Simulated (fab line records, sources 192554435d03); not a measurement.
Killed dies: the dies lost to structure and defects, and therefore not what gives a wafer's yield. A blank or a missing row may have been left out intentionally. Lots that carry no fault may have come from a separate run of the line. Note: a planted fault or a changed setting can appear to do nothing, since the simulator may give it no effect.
Split-lot study + flow n5-finfet + route with 1938 steps; 7 lots, 21 wafers read

## SPLIT DETAILS
At N5_BEOL_M15_PEB_26 (peb time 90 s), the setting peb-temp-c was moved away from the recipe's 130 C on 5 of the 21 wafers read, by -2.6% to +1.0%. For the rest of the wafers, this setting stayed at what the recipe calls for.

## FROM THE SPLIT TO THE READING: what the file shows between them, 2 steps
- N5_BEOL_M15_DEVELOP_27: develop time 45 s
- N5_BEOL_M15_HARDBAKE_32: time 120 s

## THE READING
cd-nm at N5_BEOL_M15_CD_MEAS_28, given in nm (cd target 407.6 nm). A value of 406.3 nm with a standard deviation of 2.4 nm is what fault-free wafers of this fab line usually give.

| wafer  | tool, chamber at the split | peb-temp-c as run, C | against the recipe | cd-nm, nm | against lot-mates on the recipe |
|--------|----------------------------|----------------------|--------------------|-----------|---------------------------------|
| L080.2 | litho-track-02, 0          | 130                  | recipe             | 405.0     | -                               |
| L080.3 | litho-track-02, 0          | 126.6                | -2.6%              | 387.6     | -18.0                           |
| L080.4 | litho-track-02, 0          | 130                  | recipe             | 406.3     | -                               |
| L078.2 | litho-track-03, 0          | 130                  | recipe             | 407.9     | -                               |
| L078.4 | litho-track-03, 0          | 130                  | recipe             | 405.2     | -                               |
| L078.5 | litho-track-03, 0          | 130                  | recipe             | 408.1     | -                               |
| L083.1 | litho-track-02, 0          | 131                  | +0.8%              | 412.4     | no lot-mate on the recipe       |
| L083.3 | litho-track-02, 0          | 131                  | +0.8%              | 410.5     | no lot-mate on the recipe       |
| L083.6 | litho-track-02, 0          | 131                  | +0.8%              | 408.3     | no lot-mate on the recipe       |
| L086.1 | litho-track-02, 0          | 130                  | recipe             | 405.0     | -                               |
| L086.5 | litho-track-02, 0          | 130                  | recipe             | 407.4     | -                               |
| L086.6 | litho-track-02, 0          | 130                  | recipe             | 407.3     | -                               |
| L089.1 | litho-track-02, 0          | 130                  | recipe             | 410.8     | -                               |
| L089.3 | litho-track-02, 0          | 131.3                | +1.0%              | 414.0     | +4.9                            |
| L089.6 | litho-track-02, 0          | 130                  | recipe             | 407.3     | -                               |
| L094.2 | litho-track-03, 0          | 130                  | recipe             | 407.7     | -                               |
| L094.4 | litho-track-03, 0          | 130                  | recipe             | 406.4     | -                               |
| L094.6 | litho-track-03, 0          | 130                  | recipe             | 410.0     | -                               |
| L092.2 | litho-track-03, 0          | 130                  | recipe             | 406.8     | -                               |
| L092.3 | litho-track-03, 0          | 130                  | recipe             | 407.7     | -                               |
| L092.6 | litho-track-03, 0          | 130                  | recipe             | 409.5     | -                               |

FIT RESULTS
A straight line over all 21 wafers: cd-nm changes by +6.82 nm for each +1% of peb-temp-c; r = +0.93; the points scatter about the line by 1.9 nm.
The same after taking each lot's own level away (the mean of its wafers on the recipe; 18 wafers): +6.63 nm for each +1%; r = +0.96; scatter 1.4 nm.
On that fit, the largest move of peb-temp-c shifts the reading by 17 nm.
Across the lots, their own levels run from 405.65 to 409.05 nm, a range of 1.4 times the standard deviation given above.
The two slopes are in agreement: the lot-to-lot level therefore moves the slope only a little.
Check: with one of the wafers moved furthest among these (-2.6%) left out of the fit, the line predicts -12.9 nm for it against its lot-mates. It came out at -18 nm against them.

## THESE WAFERS: OTHER SPLITS
Before the reading, these wafers also passed through other splits. Each is held against what the fit with the lots' levels taken away leaves over:
| other split on the same wafers | wafers away from the commonest value | r with cd-nm (lot level and that fit taken away) |
|--------------------------------|--------------------------------------|--------------------------------------------------|
| N5_BEOL_M14_PEB_08 peb-temp-c  | 9                                    | -0.13                                            |

## THE WHOLE CHAIN: every reading that the file lists as answering this split, in the file's order
| step                       | what it does                                                            | reading                                                         | change (the file's fit)              | r (the file's) |
|----------------------------|-------------------------------------------------------------------------|-----------------------------------------------------------------|--------------------------------------|----------------|
| N5_BEOL_M15_CD_MEAS_28     | target cd 407.6 nm                                                      | cd-nm                                                           | +6.64 nm for each +1% of the setting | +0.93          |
| N5_BEOL_M15_DESCUM_33      | chemistry O2, time 7.9 s                                                | BEOL_M15.cd-nm (the simulator's own value, which no gauge read) | +6.71 nm for each +1% of the setting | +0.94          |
| N5_BEOL_M15_ETCH_61        | etches BARC in N2/H2, target depth 89 nm, overetch 26.7 nm, time 67.9 s | BEOL_M15.cd-nm (the simulator's own value, which no gauge read) | +6.98 nm for each +1% of the setting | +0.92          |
| N5_BEOL_M15_TRENCH_ETCH_34 | etches SiO2 in C4F8/O2/Ar, target depth 872.93 nm, time 199 s           | BEOL_M15.cd-nm (the simulator's own value, which no gauge read) | +6.56 nm for each +1% of the setting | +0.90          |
| N5_BEOL_M15_ETCH_38        | etches SiCN in CF4/N2, target depth 106.4 nm, time 120.5 s              | BEOL_M15.cd-nm (the simulator's own value, which no gauge read) | +6.53 nm for each +1% of the setting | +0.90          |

## THE FILE'S OWN FIT
cd-nm changes by +6.64 nm for each +1% of peb-temp-c, r = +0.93.
